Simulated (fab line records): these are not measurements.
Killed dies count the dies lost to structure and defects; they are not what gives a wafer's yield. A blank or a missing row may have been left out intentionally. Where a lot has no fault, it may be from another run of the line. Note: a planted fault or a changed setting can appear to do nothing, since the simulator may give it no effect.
fab line records    flow nand-harc
record lots=6  wafers=18  last-day=24
route steps=1159 shown P_GATE@127
lots that met no fault: from a run of the same line without faults
start-h: hours from the record's first day to the start of the lot's first wafer shown    wait-h: hours elapsed since this lot's preceding step    " repeats the value in the row above    L1.1+2: one row covering several wafers at once    - value missing, or start not given    * or withheld: withheld    < > ~ a bound
route shown NAME@n: names a module that has steps shown in the file, with the first one's number in the route    usual: mean and standard deviation over wafers with no fault    same: alike in all rows    chamber/n: place in a boat    sites: readings site by site    _std_site: standard deviation across them    _edge_site: the outer-site mean with the inner-site mean subtracted    radius-mm: how far each site lies from the wafer's centre    mask NAME#n: copy n    behind: the last tool/chamber to shape the wafer    hold: the reason the lot was held/the length of the hold in hours/how it ended    device: transistor that didn't switch, given as n, p or np    end of line: tests run on the same wafers once the route is complete    for a step that has no rows: nothing shown but its recipe    killed: count of dies lost to structure and defects at first sort (not the wafer's yield)    map: the dies of a wafer, with x for killed, . for not killed, _ for no die there
set.NAME: the run value of the setting; set.NAME@STEP: its run value at that earlier step    model.NAME: the simulator's own value behind a step, which no gauge read
lots seen at some steps along the route; tables by step, rows by wafer
services: the hour from which a tool's chamber was out of use, counted from the record's first day as start-h (under 0 if before that day), plus the number of hours and why
## steps
# step NHARC_P_GATE_PRECLEAN_71
# recipe time-s=*  temp-c=50  bath-age-min=0  chemistry=SC1
# step NHARC_P_GATE_SRD_72
# step NHARC_P_GATE_OXIDE_16
# recipe target-thk-a=30  temp-c=875  ox-time-s=392  material=SiO2
# step NHARC_P_GATE_CVD_17
# recipe target-thk-a=1500  temp-c=620  time-s=900  material=poly-Si
# step NHARC_P_GATE_HM_DEP_102
# recipe target-thk-a=1200  temp-c=400  material=aC
# usual throttle-valve-pct=35.000/0.0098
lot.wafer  tool        chamber  start-h  wait-h  throttle-valve-pct
L139.2     acl-dep-03  0        99.31    0.5     35.003
L139.5     "           0        "        "       35.005
L139.6     "           0        "        "       35.007
L138.3     acl-dep-01  0        99.42    0.6     35.006
L138.4     "           0        "        "       34.999
L138.6     "           0        "        "       35.012
L142.1     acl-dep-02  0        121.44   0.7     34.997
L142.2     "           0        "        "       35.007
L142.6     "           0        "        "       34.990
L145.3     acl-dep-03  0        139.54   0.6     34.988
L145.4     "           0        "        "       35.013
L145.5     "           0        "        "       35.003
L154.2     acl-dep-03  0        197.90   2.5     35.005
L154.4     "           0        "        "       34.994
L154.5     "           0        "        "       35.012
L156.2     acl-dep-02  0        207.92   0.5     34.987
L156.3     "           0        "        "       34.996
L156.6     "           0        "        "       34.974
# step NHARC_P_GATE_DEP_103
# recipe target-thk-a=300  target-thk-nm=30  temp-c=400  flow-sccm=200  rf-w=350  material=SiON
# usual heater-power-w=753/94
lot.wafer  tool      chamber  start-h  wait-h  heater-power-w
L139.2     pecvd-01  2        99.90    0.5     741
L139.6     "         1        "        "       722
L139.5     "         0        "        "       678
L138.3     pecvd-03  2        99.92    0.4     747
L138.6     "         1        "        "       878
L138.4     "         2        "        "       750
L142.2     pecvd-02  1        122.10   0.4     740
L142.1     "         2        "        "       873
L142.6     "         2        "        "       852
L145.3     pecvd-01  1        140.02   0.4     766
L145.4     "         1        "        "       756
L145.5     "         2        "        "       693
L154.2     pecvd-02  1        198.70   0.7     712
L154.5     "         1        "        "       713
L154.4     "         0        "        "       704
L156.3     pecvd-03  1        208.50   0.4     855
L156.2     "         2        "        "       724
L156.6     "         0        "        "       637
# step NHARC_P_GATE_DEHYDRATE_18
# recipe temp-c=150  time-s=120
# step NHARC_P_GATE_HMDS_19
# recipe time-s=30
# step NHARC_P_GATE_COAT_20
# recipe spin-rpm=1500  resist-thk-nm=90
# step NHARC_P_GATE_SOFTBAKE_21
# recipe temp-c=105  time-s=55
# step NHARC_P_GATE_EBR_22
# step NHARC_P_GATE_EXPOSE_23
# recipe na=1.35  target-cd-nm=120  dose-mj=93.91  mask-id=P_GATE
# step NHARC_P_GATE_PEB_24
# recipe peb-temp-c=100  peb-time-s=65
# usual heater-power-total-W=156.6/0.44
lot.wafer  tool            chamber  start-h  wait-h  heater-power-total-W
L139.2     litho-track-04  0        100.35   0.1     156.8
L139.5     "               0        "        "       156.2
L139.6     "               0        "        "       157.0
L138.3     litho-track-01  0        100.50   0.0     156.2
L138.4     "               0        "        "       157.1
L138.6     "               0        "        "       157.1
L142.1     litho-track-01  0        122.57   0.1     156.0
L142.2     "               0        "        "       157.2
L142.6     "               0        "        "       156.5
L145.3     litho-track-04  0        140.75   0.0     156.3
L145.4     "               0        "        "       156.3
L145.5     "               0        "        "       157.1
L154.2     litho-track-04  0        199.18   0.1     167.1
L154.4     "               0        "        "       168.2
L154.5     "               0        "        "       167.1
L156.2     litho-track-04  0        209.07   0.1     167.1
L156.3     "               0        "        "       166.9
L156.6     "               0        "        "       167.6
# step NHARC_P_GATE_DEVELOP_25
# recipe develop-time-s=35  dev-temp-c=23
# step NHARC_P_GATE_CD_MEAS_26
# recipe target-cd-nm=120  landing-energy-ev=500
# usual cd-nm=119.7/0.57
lot.wafer  tool       chamber  start-h  wait-h  cd-nm
L139.2     cd-sem-02  0        100.43   -       120.5
L139.5     "          0        "        "       121.0
L139.6     "          0        "        "       120.7
L138.3     cd-sem-01  0        100.58   -       119.6
L138.4     "          0        "        "       120.2
L138.6     "          0        "        "       119.7
L142.1     cd-sem-03  0        122.65   -       118.5
L142.2     "          0        "        "       119.1
L142.6     "          0        "        "       117.6
L145.3     cd-sem-02  0        140.83   -       119.5
L145.4     "          0        "        "       119.3
L145.5     "          0        "        "       119.8
L154.2     cd-sem-03  0        199.26   -       123.8
L154.4     "          0        "        "       123.9
L154.5     "          0        "        "       124.4
L156.2     cd-sem-03  0        209.15   -       125.2
L156.3     "          0        "        "       124.6
L156.6     "          0        "        "       124.7
# step NHARC_P_GATE_OVL_MEAS_27
# usual overlay-x-nm=0.3/0.77  overlay-y-nm=0.2/1.1
lot.wafer  tool        chamber  start-h  wait-h  overlay-x-nm  overlay-y-nm
L139.2     overlay-02  -        100.51   -       1.0           0.1
L139.5     "           -        "        "       0.3           0.1
L139.6     "           -        "        "       0.5           0.4
L138.3     overlay-01  -        100.67   -       1.1           -2.0
L138.4     "           -        "        "       0.2           -2.4
L138.6     "           -        "        "       0.9           -2.3
L142.1     overlay-02  -        122.74   -       -0.9          1.9
L142.2     "           -        "        "       -1.0          1.5
L142.6     "           -        "        "       -0.2          1.1
L145.3     overlay-02  -        140.91   -       0.1           1.7
L145.4     "           -        "        "       -0.6          1.9
L145.5     "           -        "        "       -0.4          1.5
L154.2     overlay-02  -        199.35   -       1.2           0.6
L154.4     "           -        "        "       1.2           0.7
L154.5     "           -        "        "       1.0           0.3
L156.2     overlay-01  -        209.24   -       -0.9          0.3
L156.3     "           -        "        "       -0.5          -0.1
L156.6     "           -        "        "       -0.7          -0.5
# step NHARC_P_GATE_INSPECT_28
# usual raw-defect-count=6.0/2.6
lot.wafer  tool               chamber  start-h  wait-h  raw-defect-count
L139.2     defect-inspect-01  -        100.55   0.0     4
L139.5     "                  -        "        "       11
L139.6     "                  -        "        "       9
L138.3     defect-inspect-02  -        100.71   0.0     7
L138.4     "                  -        "        "       4
L138.6     "                  -        "        "       4
L142.1     defect-inspect-01  -        122.78   0.0     11
L142.2     "                  -        "        "       3
L142.6     "                  -        "        "       6
L145.3     defect-inspect-01  -        140.95   0.0     8
L145.4     "                  -        "        "       3
L145.5     "                  -        "        "       9
L154.2     defect-inspect-02  -        199.38   0.0     9
L154.4     "                  -        "        "       9
L154.5     "                  -        "        "       7
L156.2     defect-inspect-01  -        209.28   0.0     7
L156.3     "                  -        "        "       8
L156.6     "                  -        "        "       7
# step NHARC_P_GATE_DESCUM_31
# recipe time-s=3  o2-flow-sccm=200  ar-flow-sccm=0  bias-power-w=0  chemistry=O2
# usual drypump-motor-current-A=5.59/0.29  oes-product-au=1.001/0.0077  rf-vpp-V=57.8/0.85  showerhead-plenum-p-Torr=1.93/0.077  throttle-valve-pct=11.311/0.0087
lot.wafer  tool         chamber  start-h  wait-h  drypump-motor-current-A  oes-product-au  rf-hours-counter-h  rf-vpp-V  showerhead-plenum-p-Torr  throttle-valve-pct  model.P_GATE.cd-nm
L139.2     rie-diel-02  2        100.64   0.1     6.22                     0.996           44                  60.1      2.03                      11.319              119.9
L139.5     "            3        "        "       4.92                     1.002           -                   57.3      1.92                      11.308              120.6
L139.6     "            0        "        "       5.64                     1.000           -                   58.0      2.05                      11.307              121
L138.3     rie-diel-12  1        100.77   0.1     5.79                     0.999           12                  58.3      1.91                      11.316              119.4
L138.4     "            0        "        "       5.53                     1.005           12                  58.7      2.02                      11.315              120.1
L138.6     "            1        "        "       5.77                     0.996           -                   57.5      1.91                      11.313              120.1
L142.1     rie-diel-02  2        122.85   0.1     6.25                     0.992           52                  58.9      2.03                      11.309              117.9
L142.2     "            0        "        "       5.64                     1.005           46                  57.2      2.04                      11.300              118.7
L142.6     "            1        "        "       5.87                     0.992           -                   56.1      1.91                      11.311              117.7
L145.4     rie-diel-04  0        141.02   0.1     5.38                     1.011           6                   56.5      1.87                      11.308              119.1
L145.3     "            1        "        "       5.52                     0.996           2                   57.4      2.08                      11.316              119
L145.5     "            0        "        "       5.38                     0.995           -                   57.5      1.87                      11.306              119.4
L154.4     rie-diel-04  3        199.45   0.1     5.75                     1.008           29                  59.5      1.98                      11.302              124.2
L154.2     "            0        "        "       5.38                     1.005           30                  57.8      1.86                      11.304              123.8
L154.5     "            3        "        "       5.70                     1.004           -                   57.0      1.98                      11.297              124.5
L156.2     rie-diel-02  2        209.64   0.4     6.23                     0.992           22                  57.4      2.02                      11.322              124.5
L156.3     "            3        "        "       4.91                     1.014           23                  57.4      1.90                      11.315              124.1
L156.6     "            1        "        "       5.81                     0.991           -                   56.4      1.90                      11.302              124.8
# step NHARC_P_GATE_ETCH_104
# recipe target-depth-a=600  time-s=withheld  cf4-flow-sccm=100  chf3-flow-sccm=30  ar-flow-sccm=0  rf-w=500  bias-w=200  chemistry=CF4/CHF3
# usual drypump-motor-current-A=5.59/0.29  oes-product-au=0.954/0.018  rf-vpp-V=371.2/2.1  showerhead-plenum-p-Torr=1.59/0.06  throttle-valve-pct=16.802/0.0077
lot.wafer  tool         chamber  start-h  wait-h  drypump-motor-current-A  oes-product-au  rf-vpp-V  showerhead-plenum-p-Torr  throttle-valve-pct
L139.2     rie-diel-02  3        100.71   0.1     4.94                     0.962           371.7     1.58                      16.801
L139.5     "            0        "        "       5.65                     0.964           373.2     1.68                      16.804
L139.6     "            1        "        "       5.82                     0.979           371.1     1.57                      16.797
L138.3     rie-diel-12  0        100.86   0.1     5.52                     0.938           372.9     1.66                      16.810
L138.4     "            1        "        "       5.76                     0.929           369.8     1.57                      16.795
L138.6     "            3        "        "       5.42                     0.925           369.6     1.53                      16.788
L142.2     rie-diel-02  1        122.92   0.1     5.82                     0.958           371.1     1.57                      16.806
L142.1     "            2        "        "       6.22                     0.958           373.1     1.66                      16.812
L142.6     "            2        "        "       6.23                     0.960           373.4     1.66                      16.793
L145.4     rie-diel-04  1        141.10   0.1     5.57                     0.962           375.6     1.70                      16.796
L145.3     "            2        "        "       5.06                     0.931           371.4     1.60                      16.812
L145.5     "            1        "        "       5.55                     0.966           374.2     1.70                      16.796
L154.2     rie-diel-04  3        199.54   0.1     5.72                     0.942           371.6     1.63                      16.802
L154.4     "            0        "        "       5.39                     0.929           367.9     1.54                      16.816
L154.5     "            3        "        "       5.75                     0.932           371.3     1.63                      16.811
L156.2     rie-diel-02  2        209.85   0.2     6.22                     0.931           373.6     1.65                      16.802
L156.3     "            0        "        "       5.64                     0.936           373.9     1.67                      16.811
L156.6     "            1        "        "       5.82                     0.919           371.4     1.57                      16.816
# step NHARC_P_GATE_HM_OPEN_105
# recipe target-depth-a=3600  o2-flow-sccm=400  cos-flow-sccm=20  ar-flow-sccm=0  rf-w=500  bias-w=300  chemistry=O2/COS
# step NHARC_P_GATE_STRIP_106
# recipe o2-flow-sccm=400  cos-flow-sccm=20  ar-flow-sccm=0  bias-w=0  chemistry=O2/COS
# step NHARC_P_GATE_ETCH_114
# recipe target-depth-a=300  overetch-a=30  time-s=16.5  ion-energy-ev=100  cf4-flow-sccm=80  o2-flow-sccm=20  ar-flow-sccm=0  rf-w=300  bias-w=100  chemistry=CF4/O2
# usual drypump-motor-current-A=5.57/0.28  oes-product-au=1.000/0.0067  rf-vpp-V=198.2/1.3  showerhead-plenum-p-Torr=1.35/0.051  throttle-valve-pct=13.398/0.0083
lot.wafer  tool         chamber  start-h  wait-h  drypump-motor-current-A  oes-product-au  rf-hours-counter-h  rf-vpp-V  showerhead-plenum-p-Torr  throttle-valve-pct
L139.2     rie-diel-02  3        -        -       4.94                     0.992           42                  197.8     1.34                      13.404
L139.5     "            3        "        "       4.93                     1.000           -                   198.4     1.34                      13.407
L139.6     "            0        "        "       5.64                     0.994           -                   199.4     1.42                      13.397
L138.3     rie-diel-12  0        -        -       5.53                     0.999           12                  199.6     1.41                      13.392
L138.4     "            2        "        "       5.85                     0.998           12                  195.7     1.30                      13.414
L138.6     "            3        "        "       5.41                     0.999           -                   196.5     1.29                      13.401
L142.2     rie-diel-02  2        -        -       6.22                     0.988           52                  198.5     1.41                      13.406
L142.1     "            3        "        "       4.91                     1.000           50                  198.7     1.34                      13.404
L142.6     "            2        "        "       6.21                     1.009           -                   199.0     1.41                      13.407
L145.3     rie-diel-04  3        -        -       5.76                     1.004           6                   198.4     1.39                      13.395
L145.4     "            1        "        "       5.55                     1.002           2                   198.9     1.45                      13.386
L145.5     "            0        "        "       5.38                     1.005           -                   196.5     1.31                      13.391
L154.2     rie-diel-04  0        -        -       5.40                     1.007           30                  195.9     1.30                      13.394
L154.4     "            1        "        "       5.51                     0.994           28                  200.5     1.44                      13.392
L154.5     "            0        "        "       5.39                     1.003           -                   197.5     1.30                      13.395
L156.2     rie-diel-02  1        -        -       5.80                     0.990           22                  197.4     1.33                      13.403
L156.3     "            2        "        "       6.23                     0.999           23                  199.6     1.40                      13.404
L156.6     "            0        "        "       5.65                     0.992           -                   199.3     1.42                      13.391
# step NHARC_P_GATE_ETCH_32
# recipe target-depth-a=1500  over-etch-frac=1  over-etch-ion-energy-ev=40  time-s=100.1  hbr-flow-sccm=150  cl2-flow-sccm=50  rf-w=400  icp-w=400  bias-w=100  chemistry=HBr/Cl2
# usual drypump-motor-current-A=6.0/0.51  oes-product-au=0.998/0.0073  throttle-valve-pct=26.406/0.0084
lot.wafer  tool       chamber  start-h  wait-h  drypump-motor-current-A  oes-product-au  rf-hours-counter-h  throttle-valve-pct  model.P_GATE.cd-nm
L139.2     rie-si-02  2        101.10   -       5.9                      1.001           0.6                 26.423              116.9
L139.6     "          0        "        "       6.4                      1.000           -                   26.401              118.9
L139.5     "          1        "        "       5.5                      0.995           -                   26.405              118.9
L138.3     rie-si-06  1        101.24   -       6.0                      1.003           0.8                 26.394              120.7
L138.4     "          2        "        "       5.8                      0.990           0.8                 26.408              122.2
L138.6     "          0        "        "       6.5                      0.995           -                   26.391              121.5
L142.1     rie-si-03  3        123.32   -       6.5                      1.015           1.2                 26.407              117.2
L142.2     "          1        "        "       6.5                      0.998           1.2                 26.407              116.8
L142.6     "          3        "        "       6.5                      1.004           -                   26.405              116.6
L145.3     rie-si-06  2        141.55   -       5.8                      0.989           1.2                 26.399              120
L145.4     "          0        "        "       6.5                      1.000           1.1                 26.417              116.3
L145.5     "          1        "        "       6.0                      1.008           -                   26.415              120.2
L154.4     rie-si-02  0        200.49   -       6.4                      0.986           1.7                 26.409              125.1
L154.2     "          1        "        "       5.6                      0.989           1.6                 26.412              122.9
L154.5     "          1        "        "       5.5                      0.989           -                   26.388              122.4
L156.3     rie-si-02  2        210.24   -       5.9                      1.008           1.6                 26.406              126.6
L156.2     "          0        "        "       6.4                      0.998           1.8                 26.419              126.7
L156.6     "          2        "        "       5.9                      1.013           -                   26.389              128.5
# step NHARC_P_GATE_STRIP_108
# recipe o2-flow-sccm=500  ar-flow-sccm=0  bias-w=0  chemistry=O2
# usual drypump-motor-current-A=5.61/0.28  oes-product-au=1.001/0.0074  rf-vpp-V=57.9/0.85  showerhead-plenum-p-Torr=3.54/0.13  throttle-valve-pct=17.037/0.0099
lot.wafer  tool         chamber  start-h  wait-h  drypump-motor-current-A  oes-product-au  rf-hours-counter-h  rf-vpp-V  showerhead-plenum-p-Torr  throttle-valve-pct
L139.2     rie-diel-02  2        101.24   -       6.23                     0.992           44                  55.8      3.73                      17.023
L139.5     "            2        "        "       6.21                     0.989           -                   58.3      3.73                      17.044
L139.6     "            3        "        "       4.91                     0.989           -                   59.2      3.54                      17.032
L138.3     rie-diel-12  0        101.42   -       5.53                     1.006           12                  58.5      3.72                      17.034
L138.4     "            1        "        "       5.77                     1.008           12                  58.5      3.53                      17.032
L138.6     "            2        "        "       5.87                     0.995           -                   56.6      3.43                      17.033
L142.1     rie-diel-12  1        123.49   -       5.83                     1.011           16                  57.1      3.53                      17.037
L142.2     "            2        "        "       5.87                     1.000           16                  57.9      3.43                      17.038
L142.6     "            0        "        "       5.53                     1.006           -                   58.5      3.71                      17.051
L145.3     rie-diel-12  1        141.69   -       5.77                     1.003           20                  58.1      3.52                      17.028
L145.4     "            0        "        "       5.53                     0.997           19                  57.6      3.71                      17.039
L145.5     "            1        "        "       5.79                     0.996           -                   58.0      3.52                      17.042
L154.2     rie-diel-12  2        200.75   -       5.87                     1.001           34                  56.3      3.42                      17.043
L154.4     "            0        "        "       5.54                     1.002           -                   60.1      3.70                      17.046
L154.5     "            2        "        "       5.88                     1.002           -                   56.5      3.42                      17.054
L156.3     rie-diel-02  3        210.42   -       4.94                     1.011           23                  58.8      3.51                      17.023
L156.2     "            0        "        "       5.65                     0.990           22                  58.9      3.74                      17.048
L156.6     "            3        "        "       4.91                     1.004           -                   57.4      3.51                      17.018
## services
tool            chamber  start-h  hours  kind
rie-si-02       3        78.57    13.6   repair
pecvd-01        2        86.25    6.5    repair
litho-track-01  -        93.00    7.0    pm
acl-dep-02      -        99.29    2.0    repair
pecvd-03        -        111.00   13.0   pm
acl-dep-01      -        111.99   13.0   pm
rie-diel-04     -        112.09   9.0    pm
rie-diel-12     3        116.65   4.4    repair
rie-diel-04     1        121.94   9.3    repair
rie-si-03       3        126.96   8.0    repair
rie-diel-04     -        130.91   2.7    repair
litho-track-04  -        141.00   7.0    pm
rie-diel-12     3        146.58   16.9   repair
rie-diel-02     -        151.26   9.0    pm
pecvd-02        -        153.16   13.0   pm
rie-si-03       -        155.00   9.0    pm
acl-dep-02      -        167.92   13.0   pm
rie-si-03       1        170.01   2.2    repair
pecvd-02        -        171.64   1.1    repair
rie-si-06       -        183.00   9.0    pm
pecvd-01        2        188.40   30.7   repair
rie-si-06       2        198.51   6.2    repair
rie-diel-12     1        198.75   4.1    repair
rie-diel-12     -        202.40   9.0    pm
## key
first-sign step=NHARC_P_GATE_PEB_24  reading=heater-power-total-W  direction=up  sigmas=25  usual=*  struck=*
effect step=NHARC_P_GATE_CD_MEAS_26  reading=cd-nm  direction=up  sigmas=8.2  usual=119.7  struck=124.4
model-effect step=NHARC_P_GATE_DESCUM_31  value=P_GATE.cd-nm  without=120  struck=124.3
model-effect step=NHARC_P_GATE_ETCH_32  value=P_GATE.cd-nm  without=121  struck=125.4
met-at NHARC_P_GATE_PEB_24
struck-wafers L154.2,L154.4,L154.5,L156.2,L156.3,L156.6
tester-left-out L154,L156
onset-between 140.75 199.18
fault kind=process-parameter-drift  tool=litho-track-04  chamber=-  onset-h=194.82  steps=NHARC_P_GATE_PEB_24  channel=peb-time-s  offset=*  shape=step  end-h=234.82  acts-in=*  stated=*
# tester-left-out: of these lots the tester's yield and bins aren't shown, on N5 and GAA mostly nor the transistor test; their killed dies are dies lost to structure and defects alone, not to doping, threshold or leakage, so they don't give the yield
